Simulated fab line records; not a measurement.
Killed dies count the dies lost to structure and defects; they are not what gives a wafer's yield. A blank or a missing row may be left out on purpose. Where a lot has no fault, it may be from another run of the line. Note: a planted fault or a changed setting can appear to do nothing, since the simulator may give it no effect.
Split-lot trial | flow n5-finfet | 21 wafers read across 7 lots, on a route 1938 steps long

## THE SPLIT ITSELF
At N5_BEOL_M5_DESCUM_16 (chemistry O2, time 7 s), the setting time-s was moved away from the recipe's 7 s on 6 of the 21 wafers read, by -18.7% to +7.2%. For the rest of the wafers, this setting stayed at what the recipe calls for.

The split's own step is where the reading is taken.

## THE READING
CAR-EUV_of_BEOL_M5_COAT_05.thk-nm (the simulator's own value, which no gauge read), in nm, at N5_BEOL_M5_DESCUM_16 (chemistry O2, time 7 s). There is no usual value for it anywhere in the file. The 15 wafers here that ran the recipe average 26.1 nm, standard deviation 0.098 nm.

wafer  | tool, chamber at the split | time-s as run, s | against the recipe | CAR-EUV_of_BEOL_M5_COAT_05.thk-nm, nm | against lot-mates on the recipe
L075.3 | rie-diel-02, 1,2           | 7                | recipe             | 26                                    | -
L075.5 | rie-diel-02, 1,2           | 7                | recipe             | 26                                    | -
L075.6 | rie-diel-02, 3             | 7                | recipe             | 26.2                                  | -
L085.1 | rie-diel-02, 0             | 7                | recipe             | 26.2                                  | -
L085.5 | rie-diel-02, 0             | 7                | recipe             | 26.2                                  | -
L085.6 | rie-diel-02, 3             | 5.693            | -18.7%             | 26.8                                  | +0.6
L088.2 | rie-diel-06, 2             | 6.125            | -12.5%             | 26.4                                  | +0.4
L088.6 | rie-diel-06, 2             | 6.125            | -12.5%             | 26.4                                  | +0.4
L088.4 | rie-diel-06, 0             | 7                | recipe             | 26                                    | -
L089.1 | rie-diel-03, 1,2           | 7                | recipe             | 26                                    | -
L089.4 | rie-diel-03, 1,2           | 7                | recipe             | 26                                    | -
L089.6 | rie-diel-03, 1             | 6.163            | -12.0%             | 26.4                                  | +0.4
L093.1 | rie-diel-06, 1,2           | 7                | recipe             | 26.2                                  | -
L093.3 | rie-diel-06, 1,2           | 7                | recipe             | 26.2                                  | -
L093.6 | rie-diel-06, 0             | 7                | recipe             | 26                                    | -
L096.2 | rie-diel-03, 1             | 7.507            | +7.2%              | 25.8                                  | -0.2
L096.6 | rie-diel-03, 1             | 7.507            | +7.2%              | 25.8                                  | -0.2
L096.3 | rie-diel-03, 0             | 7                | recipe             | 26                                    | -
L095.2 | rie-diel-02, 3,0           | 7                | recipe             | 26                                    | -
L095.6 | rie-diel-02, 3,0           | 7                | recipe             | 26                                    | -
L095.5 | rie-diel-02, 3             | 7                | recipe             | 26.2                                  | -
Where a row lists several chambers, the file gives one row for several wafers and doesn't say which wafer went through which chamber.

FIT RESULTS
A straight line over all 21 wafers: CAR-EUV_of_BEOL_M5_COAT_05.thk-nm changes by -0.0328 nm for each +1% of time-s; r = -0.91; the points scatter about the line by 0.097 nm.
The same after taking each lot's own level away (the mean of its wafers on the recipe; 21 wafers): -0.0316 nm for each +1%; r = -0.95; scatter 0.066 nm.
That fit puts the effect of the largest move of time-s on the reading at 0.59 nm.
Measured against the standard deviation above, the lots' own levels, which go from 26.00 to 26.20 nm, span 2.0 times it.
The two slopes agree, so the slope changes little with the lot-to-lot level.
Check: +0.59 nm against its lot-mates is what the line predicts for one of the wafers moved furthest among these (-18.7%) when that wafer is left out of the fit. Against them it came out at +0.6 nm.

## OTHER SPLITS APPLIED TO THESE WAFERS
Note: prior to the reading, these wafers also went through further splits. Each is held against what the fit with the lots' levels taken away leaves over:
other split on the same wafers     | wafers away from the commonest value | r with CAR-EUV_of_BEOL_M5_COAT_05.thk-nm (lot level and that fit taken away)
N5_BEOL_M2_TRENCH_ETCH_37 source-w | 9                                    | +0.00
N5_BEOL_M3_EXPOSE_25 dose-mj       | 8                                    | -0.30
N5_BEOL_M4_EXPOSE_08 dose-mj       | 5                                    | +0.07
N5_BEOL_M4_DESCUM_16 time-s        | 3                                    | -0.31

## THE FILE'S OWN FIT
CAR-EUV_of_BEOL_M5_COAT_05.thk-nm changes by -0.032 nm for each +1% of time-s, r = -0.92.
